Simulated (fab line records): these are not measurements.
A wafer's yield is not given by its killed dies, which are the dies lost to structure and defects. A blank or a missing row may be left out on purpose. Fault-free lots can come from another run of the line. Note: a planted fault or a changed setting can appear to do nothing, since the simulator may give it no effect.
Which of the tools did it? / flow n5-finfet / 10 lots, 30 wafers sampled, at 6 steps of a route of 1938

== WHAT THE GAUGES SHOWED, per wafer ==
N5_BEOL_M0_SAQP_CD_MEAS_29: the cd target is 14.4 nm.
lot=L075; measured=day 5 23:36; on=cd-sem-03; cd-nm (nm)=15.26 15.21 15.01
lot=L077; measured=day 7 03:16; on=cd-sem-01; cd-nm (nm)=14.96 15.10 14.90
lot=L080; measured=day 7 07:37; on=cd-sem-02; cd-nm (nm)=14.98 14.69 14.67
lot=L083; measured=day 8 00:10; on=cd-sem-03; cd-nm (nm)=14.93 15.30 14.73
lot=L085; measured=day 8 10:23; on=cd-sem-01; cd-nm (nm)=14.72 14.80 14.80
lot=L087; measured=day 9 06:14; on=cd-sem-03; cd-nm (nm)=15.26 15.07 15.30
lot=L089; measured=day 9 17:37; on=cd-sem-03; cd-nm (nm)=14.76 14.70 14.95
lot=L091; measured=day 10 03:22; on=cd-sem-02; cd-nm (nm)=15.16 14.89 15.21
lot=L093; measured=day 10 16:01; on=cd-sem-03; cd-nm (nm)=15.06 15.43 15.01
lot=L097; measured=day 11 09:43; on=cd-sem-01; cd-nm (nm)=14.83 15.30 14.75

== WHAT TOOL EACH LOT RAN ON (gives the tool, then ch and the chambers of the sampled wafers, and finally the start) ==
lot=L075; N5_MOL_CONTACT_COAG_STRIP_96=rie-diel-04 ch 0,3, day 5 12:19; N5_MOL_CONTACT_COAG_ETCH_66=rie-diel-02 ch 0,2,3, day 5 13:23; N5_MOL_CONTACT_COAG_ETCH_124=rie-diel-04 ch 0,1,2, day 5 13:59; N5_BEOL_M0_SAQP_STRIP_86=rie-diel-01 ch 2,3, day 5 20:13; N5_BEOL_M0_SAQP_RECESS_104=vapor-etch-02 ch 0,1, day 5 22:06
lot=L077; N5_MOL_CONTACT_COAG_STRIP_96=rie-diel-02 ch 1,2, day 6 14:01; N5_MOL_CONTACT_COAG_ETCH_66=rie-diel-03 ch 0,1,2, day 6 15:04; N5_MOL_CONTACT_COAG_ETCH_124=rie-diel-03 ch 0,3, day 6 15:50; N5_BEOL_M0_SAQP_STRIP_86=rie-diel-06 ch 1,2, day 6 23:34; N5_BEOL_M0_SAQP_RECESS_104=vapor-etch-02 ch 0,1, day 7 01:39
lot=L080; N5_MOL_CONTACT_COAG_STRIP_96=rie-diel-03 ch 1,2,3, day 6 19:52; N5_MOL_CONTACT_COAG_ETCH_66=rie-diel-02 ch 1,2,3, day 6 20:45; N5_MOL_CONTACT_COAG_ETCH_124=rie-diel-03 ch 0,1,3, day 6 21:16; N5_BEOL_M0_SAQP_STRIP_86=rie-diel-06 ch 1,2,3, day 7 03:55; N5_BEOL_M0_SAQP_RECESS_104=vapor-etch-01 ch 0,1, day 7 06:14
lot=L083; N5_MOL_CONTACT_COAG_STRIP_96=rie-diel-03 ch 0,1, day 7 11:33; N5_MOL_CONTACT_COAG_ETCH_66=rie-diel-02 ch 0,3, day 7 12:26; N5_MOL_CONTACT_COAG_ETCH_124=rie-diel-03 ch 0,3, day 7 13:19; N5_BEOL_M0_SAQP_STRIP_86=rie-diel-01 ch 1,2, day 7 20:59; N5_BEOL_M0_SAQP_RECESS_104=vapor-etch-02 ch 0,1, day 7 22:36
lot=L085; N5_MOL_CONTACT_COAG_STRIP_96=rie-diel-02 ch 2,3, day 7 22:34; N5_MOL_CONTACT_COAG_ETCH_66=rie-diel-04 ch 1,2, day 7 23:23; N5_MOL_CONTACT_COAG_ETCH_124=rie-diel-02 ch 0,1, day 8 00:10; N5_BEOL_M0_SAQP_STRIP_86=rie-diel-01 ch 1,2,3, day 8 06:47; N5_BEOL_M0_SAQP_RECESS_104=vapor-etch-02 ch 1, day 8 08:19
lot=L087; N5_MOL_CONTACT_COAG_STRIP_96=rie-diel-02 ch 0,1, day 8 17:10; N5_MOL_CONTACT_COAG_ETCH_66=rie-diel-02 ch 0,3, day 8 17:56; N5_MOL_CONTACT_COAG_ETCH_124=rie-diel-04 ch 0,2, day 8 18:29; N5_BEOL_M0_SAQP_STRIP_86=rie-diel-05 ch 0,2, day 9 03:01; N5_BEOL_M0_SAQP_RECESS_104=vapor-etch-01 ch 0,1, day 9 04:43
lot=L089; N5_MOL_CONTACT_COAG_STRIP_96=rie-diel-03 ch 0,2, day 9 02:32; N5_MOL_CONTACT_COAG_ETCH_66=rie-diel-04 ch 0,2,3, day 9 03:29; N5_MOL_CONTACT_COAG_ETCH_124=rie-diel-02 ch 0,2, day 9 03:56; N5_BEOL_M0_SAQP_STRIP_86=rie-diel-01 ch 1,2, day 9 14:30; N5_BEOL_M0_SAQP_RECESS_104=vapor-etch-02 ch 1, day 9 15:58
lot=L091; N5_MOL_CONTACT_COAG_STRIP_96=rie-diel-02 ch 0,1,2, day 9 15:04; N5_MOL_CONTACT_COAG_ETCH_66=rie-diel-03 ch 0,1, day 9 15:50; N5_MOL_CONTACT_COAG_ETCH_124=rie-diel-03 ch 0,2, day 9 16:37; N5_BEOL_M0_SAQP_STRIP_86=rie-diel-01 ch 0,1,2, day 9 23:29; N5_BEOL_M0_SAQP_RECESS_104=vapor-etch-01 ch 0,1, day 10 01:41
lot=L093; N5_MOL_CONTACT_COAG_STRIP_96=rie-diel-03 ch 1,2,3, day 10 02:05; N5_MOL_CONTACT_COAG_ETCH_66=rie-diel-02 ch 1,2, day 10 03:02; N5_MOL_CONTACT_COAG_ETCH_124=rie-diel-04 ch 2,3, day 10 03:29; N5_BEOL_M0_SAQP_STRIP_86=rie-diel-05 ch 0,3, day 10 11:03; N5_BEOL_M0_SAQP_RECESS_104=vapor-etch-02 ch 0,1, day 10 12:30
lot=L097; N5_MOL_CONTACT_COAG_STRIP_96=rie-diel-02 ch 1,2,3, day 10 21:33; N5_MOL_CONTACT_COAG_ETCH_66=rie-diel-03 ch 0,2, day 10 22:19; N5_MOL_CONTACT_COAG_ETCH_124=rie-diel-02 ch 2,3, day 10 22:46; N5_BEOL_M0_SAQP_STRIP_86=rie-diel-06 ch 2,3, day 11 05:28; N5_BEOL_M0_SAQP_RECESS_104=vapor-etch-01 ch 0,1, day 11 07:26
- N5_MOL_CONTACT_COAG_STRIP_96: strips in N2/H2.
- N5_MOL_CONTACT_COAG_ETCH_66: etches SiARC in CF4, target depth 13 nm, time 21.7 s.
- N5_MOL_CONTACT_COAG_ETCH_124: etches SiNx in CH3F/O2, stops on SiOC, target depth 6.5 nm.
- N5_BEOL_M0_SAQP_STRIP_86: strips in N2/H2.
- N5_BEOL_M0_SAQP_RECESS_104: chemistry HF/NH3, target SiO2, target depth 18 nm, afs cycles 3, sublimation time 60 s.

== THE ANSWER, worked out from the rows above alone ==
Rule: the lots themselves supply what counts as usual. The widest of any qualifying gaps counts: lots, ordered by their means at a reading, are off when they make up no more than a third of the lots, leave a main group of 4 or more, and stand apart from it by 3 or more times the standard deviation of that group's means. A main group is skipped when, at the precision printed for the reading in the tables above, its means are all equal. A lot without any number at a reading at which 4 lots or more have one is off too. Any other lot the step has rows for is counted as sound.
No lot is off on any of the readings shown, so nothing can be concluded from this.

== WHAT THE SIMULATOR HAD PUT IN ==
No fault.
